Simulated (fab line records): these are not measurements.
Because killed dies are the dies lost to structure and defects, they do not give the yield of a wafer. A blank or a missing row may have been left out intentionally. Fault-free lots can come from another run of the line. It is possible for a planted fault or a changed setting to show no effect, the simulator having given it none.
Matching of chambers + flow n5 finfet + N5_SDB_CMP_30 on cmp-03: 4 sister chambers
The step polishes, stops on poly-Si, t overpolish 1.54 s, target thk 30 nm. 8 wafers are shown with their chamber, then 8 later ones without.

== WAFERS, EACH WITH ITS CHAMBER ==
| wafer  | chamber | motor current A (A) | slurry filter dp kPa (kPa) |
|--------|---------|---------------------|----------------------------|
| L078.6 | 0       | 14.8                | 13.68                      |
| L082.3 | 1       | 11.4                | 13.44                      |
| L085.3 | 3       | 11.9                | 13.42                      |
| L085.4 | 1       | 11.4                | 13.55                      |
| L086.1 | 3       | 11.8                | 13.64                      |
| L086.3 | 2       | 13.0                | 13.46                      |
| L086.4 | 0       | 14.7                | 13.80                      |
| L087.2 | 2       | 12.6                | 13.46                      |

== WAFERS WHOSE CHAMBER IS MISSING ==
| wafer  | motor current A (A) | slurry filter dp kPa (kPa) |
|--------|---------------------|----------------------------|
| L087.3 | 11.4                | 13.59                      |
| L087.5 | 11.4                | 13.47                      |
| L090.1 | 12.8                | 13.39                      |
| L090.5 | 12.9                | 13.51                      |
| L090.6 | 11.0                | 13.42                      |
| L091.1 | 12.0                | 13.58                      |
| L091.3 | 10.7                | 13.61                      |
| L091.6 | 13.7                | 13.29                      |

== CHAMBER TAKEN BY EACH ==
| wafer  | from the rows above | in truth                   |
|--------|---------------------|----------------------------|
| L087.3 | 1                   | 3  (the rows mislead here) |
| L087.5 | 1                   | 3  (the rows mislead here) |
| L090.1 | 2                   | 2                          |
| L090.5 | 2                   | 2                          |
| L090.6 | 1                   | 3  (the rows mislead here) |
| L091.1 | 3                   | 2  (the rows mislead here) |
| L091.3 | 1                   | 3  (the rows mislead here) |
| L091.6 | 2                   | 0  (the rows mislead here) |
Correct placement for 2 of the 8. From these rows, 0 cannot be placed. Wrongly placed: 6.
How it was worked out, from the rows above alone: a wafer's distance from a chamber is the root of the sum, over the readings, of the square of ((its reading less the chamber's mean) divided by the reading's scatter). If the next closest chamber is less than 2 further off than the closest, the wafer can't be placed; otherwise it belongs to the closest. For every chamber, the mean is computed from those of its wafers that are shown. How the scatter is found: for the shown wafers, subtract from each reading the mean of its chamber, square and add these, divide the total by (wafers less chambers), then take the root.
